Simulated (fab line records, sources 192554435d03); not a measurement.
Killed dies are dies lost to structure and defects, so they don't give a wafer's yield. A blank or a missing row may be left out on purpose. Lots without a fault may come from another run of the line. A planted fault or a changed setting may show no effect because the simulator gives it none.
fab line records | flow n5_finfet
record lots=7 wafers=39
route steps=1938 shown HKMG_FIN@438 GATE_CUT@501 MOL_CONTACT_COAG@579
start_h: hours from the record's first day to the start of the lot's first wafer shown | wait_h: hours since the lot's step before | " the same as in the row above | L1.1+2: a row that stands for several wafers | - no value, or no start given | * or withheld: withheld | < > ~ a bound
route shown NAME@n: a module of which the file shows steps, and the number in the route of the first | usual: mean/standard deviation of fault-free wafers | same: alike in all rows | chamber/n: place in a boat | sites: the reading at each site | _std_site: their standard deviation | _edge_site: outer sites' mean less inner sites' | radius_mm: how far each site lies from the wafer's centre | mask NAME#n: copy n | behind: the tool/chamber that last shaped the wafer | hold: why the lot was held/for how many hours/how that ended | device: the transistor (n, p or np) that didn't switch | end of line: the same wafers' tests at the end of the route | a step without rows: its recipe alone | killed: dies lost to structure and defects at the first sort, not the wafer's yield | map: a wafer's dies, x killed, . not, _ none there
set.NAME: the setting as run; set.NAME@STEP: as run at that earlier step | model.NAME: the simulator's own value behind a step, which no gauge read
lots whose settings were changed on purpose; a table a step, a row a wafer
## steps
# step N5_HKMG_FIN_ETCH_35
# recipe chemistry=N2/H2 target=SOC target_depth_a=2158 ion_energy_ev=65 bias_w=5 source_w=3000 time_s=243.4 pressure_mtorr=30 n2_flow_sccm=200 h2_flow_sccm=200
# usual rf_vpp_V=141.6/1.1
# columns lot.wafer tool chamber start_h wait_h set.source_w rf_vpp_V model.HKMG_FIN.feature_depth_nm model.etch.depth_nm model.SOC_of_HKMG_FIN_COAT_29.thk_nm
L083.1 rie_diel-04 2 129.11 0.0 3000 141.1 225.6 225.5 74.4
L083.2 " 3 " " 2783 145.3 206 206.1 93.6
L083.3 " 0 " " 3000 141.4 218 218 81.8
L083.4 " 1 " " 2783 146.9 201.8 201.8 98.6
L083.5 " 0 " " 2783 145.7 204 204.1 96.2
L083.6 " 1 " " 3000 141.1 215.6 215.5 84.6
L085.1 rie_diel-04 1 143.39 0.0 3000 141.4 215.6 215.6 86
L085.2 " 0 " " 2538 150.6 190.2 190.2 110.6
L085.3 " 2 " " 3000 142.4 227.4 227.5 74
L085.4 " 3 " " 3000 140.7 219.8 219.7 81.4
L085.5 " 1 " " 2538 150.7 186.6 186.5 114
L085.6 " 2 " " 2538 149.9 196.6 196.6 104.2
L088.1 rie_diel-02 3 161.56 0.0 3000 141.5 220.4 220.4 79.4
L088.2 " 1 " " 2786 144.1 204.2 204.2 96
L088.3 " 2 " " 3000 142.6 215.8 215.7 84.6
L088.4 " 0 " " 2786 144.3 196.2 196.3 103.8
L088.5 " 3 " " 3000 141.8 220.8 220.8 79.6
L088.6 " 0 " " 2786 144.7 197.4 197.4 103.4
L089.1 rie_diel-04 1 167.13 0.0 3000 140.2 213.6 213.7 87.2
L089.2 " 3 " " 3000 141.1 218.8 218.7 80.8
L089.3 " 2 " " 3338 134.6 247 247.1 53.6
L089.4 " 0 " " 3338 135.9 239 239 60.8
L089.5 " 3 " " 3338 134.1 238.8 238.8 61.8
L089.6 " 2 " " 3000 142.2 225 224.9 75.6
L090.1 rie_diel-04 0 171.96 0.0 3000 141.5 218.2 218.1 83.8
L090.2 " 2 " " 3000 141.7 224.4 224.5 77.4
L090.6 " 2 " " 3000 141.7 225.2 225.2 77.4
L092.1 rie_diel-02 2 188.92 0.0 3000 143.3 217.6 217.7 84.4
L092.2 " 1 " " 3000 141.5 220.8 220.8 80.2
L092.3 " 3 " " 3307 138.3 241.4 241.4 60.6
L092.4 " 0 " " 3000 142.0 216 216 84.8
L092.5 " 2 " " 3307 137.3 234.6 234.7 67.4
L092.6 " 1 " " 3307 135.4 238.4 238.5 63.2
L096.1 rie_diel-06 0 212.32 0.0 3000 142.6 220.2 220.2 78.4
L096.2 " 1 " " 3000 141.5 214.6 214.6 84.6
L096.3 " 3 " " 3000 142.8 215 214.9 84.6
L096.4 " 2 " " 3000 143.7 217.4 217.4 81.8
L096.5 " 3 " " 3000 141.4 213 213.1 86
L096.6 " 2 " " 3000 143.1 216.2 216.2 84.2
# step N5_GATE_CUT_CUT_ETCH_54
# recipe chemistry=Cl2/BCl3 target=TiN mask_material=SiO2 target_depth_a=967 pressure_mtorr=10 icp_w=1000 bias_w=126 Cl2_flow_sccm=53.25 bcl3_flow_sccm=21.75 Ar_flow_sccm=25 ends=cleared
# usual etch_rf_on_time_s=36.6/0.53
# columns lot.wafer tool chamber start_h wait_h set.bias_w etch_rf_on_time_s
L083.1 rie_metal-01 1 137.53 0.0 146.9 34.9
L083.2 " 0 " " 146.9 34.6
L083.3 " 0 " " 146.9 34.4
L083.4 " 1 " " 126 37.1
L083.5 " 0 " " 126 36.8
L083.6 " 1 " " 126 36.7
L085.1 rie_metal-01 0 153.88 0.0 126 36.5
L085.2 " 1 " " 126 37.1
L085.3 " 0 " " 126 36.8
L085.4 " 1 " " 126 37.0
L085.5 " 0 " " 126 36.4
L085.6 " 1 " " 126 36.5
L088.1 rie_metal-02 0 169.92 0.0 113.3 38.9
L088.2 " 1 " " 126 36.8
L088.3 " 0 " " 126 37.2
L088.4 " 1 " " 126 36.6
L088.5 " 1 " " 113.3 38.3
L088.6 " 0 " " 113.3 38.8
L089.1 rie_metal-03 1 175.43 0.0 126 35.6
L089.2 " 0 " " 102.3 39.1
L089.3 " 1 " " 126 35.9
L089.4 " 0 " " 126 36.4
L089.5 " 0 " " 102.3 39.1
L089.6 " 1 " " 102.3 38.6
L090.1 rie_metal-02 0 180.53 0.0 126 37.4
L090.2 " 1 " " 126 37.0
L090.6 " 0 " " 126 37.4
L092.1 rie_metal-03 1 197.49 0.0 102.1 38.5
L092.2 " 0 " " 102.1 38.9
L092.3 " 1 " " 126 35.7
L092.4 " 0 " " 126 36.2
L092.5 " 0 " " 126 36.3
L092.6 " 1 " " 102.1 38.8
L096.1 rie_metal-02 1 220.88 0.1 126 36.5
L096.2 " 1 " " 126 36.7
L096.3 " 1 " " 126 36.8
L096.4 " 1 " " 126 36.7
L096.5 " 1 " " 126 36.6
L096.6 " 1 " " 126 36.6
# step N5_MOL_CONTACT_COAG_ALD_131
# recipe material=SiO2 target_thk_a=50 temp_c=100 ald_precursor_family=BDEAS ald_co_reactant=O2-plasma pulse_time_s=1 co_reactant_pulse_time_s=1 purge_time_s=2 co_reactant_purge_time_s=2 ald_cycles=35 pressure_torr=2
# columns lot.wafer tool chamber start_h wait_h set.ald_cycles model.SiO2_of_MOL_CONTACT_COAG_ALD_131.thk_nm
L083.1+2+6 ald_sin-04 0,2,2 156.41 0.1 33 4.8
L083.3+4+5 " 1,1,0 " " 35 5
L085.1+2+3+4+5+6 ald_sin-04 1,2,0,2,1,0 170.54 0.1 35 5
L088.1+2+6 ald_sin-02 3,0,3 184.92 0.1 35 5
L088.3+4+5 " 1,2,0 " " 41 5.8
L089.1+2+3+4+5+6 ald_sin-03 3,1,2,0,1,2 187.99 0.1 35 5
L090.1+2+6 ald_sin-02 0,2,1 195.77 0.4 35 5
L092.1+2+5 ald_sin-03 2,1,3 211.11 0.1 31 4.4
L092.3+4+6 " 0,3,2 " " 35 5
L096.1+5+6 ald_sin-02 1,1,2 234.62 0.2 32 4.6
L096.2+3+4 " 3,2,3 " " 35 5
## key
split step=N5_HKMG_FIN_ETCH_35 setting=source_w stated=3000 by=wafer
response step=N5_HKMG_FIN_ETCH_35 reading=rf_vpp_V change=-0.548 per=1% r=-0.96
response step=N5_HKMG_FIN_ETCH_35 reading=model.HKMG_FIN.feature_depth_nm change=+2.05 per=1% r=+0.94
response step=N5_HKMG_FIN_ETCH_35 reading=model.etch.depth_nm change=+2.05 per=1% r=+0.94
response step=N5_HKMG_FIN_ETCH_35 reading=model.SOC_of_HKMG_FIN_COAT_29.thk_nm change=-2.02 per=1% r=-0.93
split step=N5_GATE_CUT_CUT_ETCH_54 setting=bias_w stated=126 by=wafer
response step=N5_GATE_CUT_CUT_ETCH_54 reading=etch_rf_on_time_s change=* per=1% r=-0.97
split step=N5_MOL_CONTACT_COAG_ALD_131 setting=ald_cycles stated=35 by=wafer
response step=N5_MOL_CONTACT_COAG_ALD_131 reading=model.SiO2_of_MOL_CONTACT_COAG_ALD_131.thk_nm change=+0.0474 per=1% r=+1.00
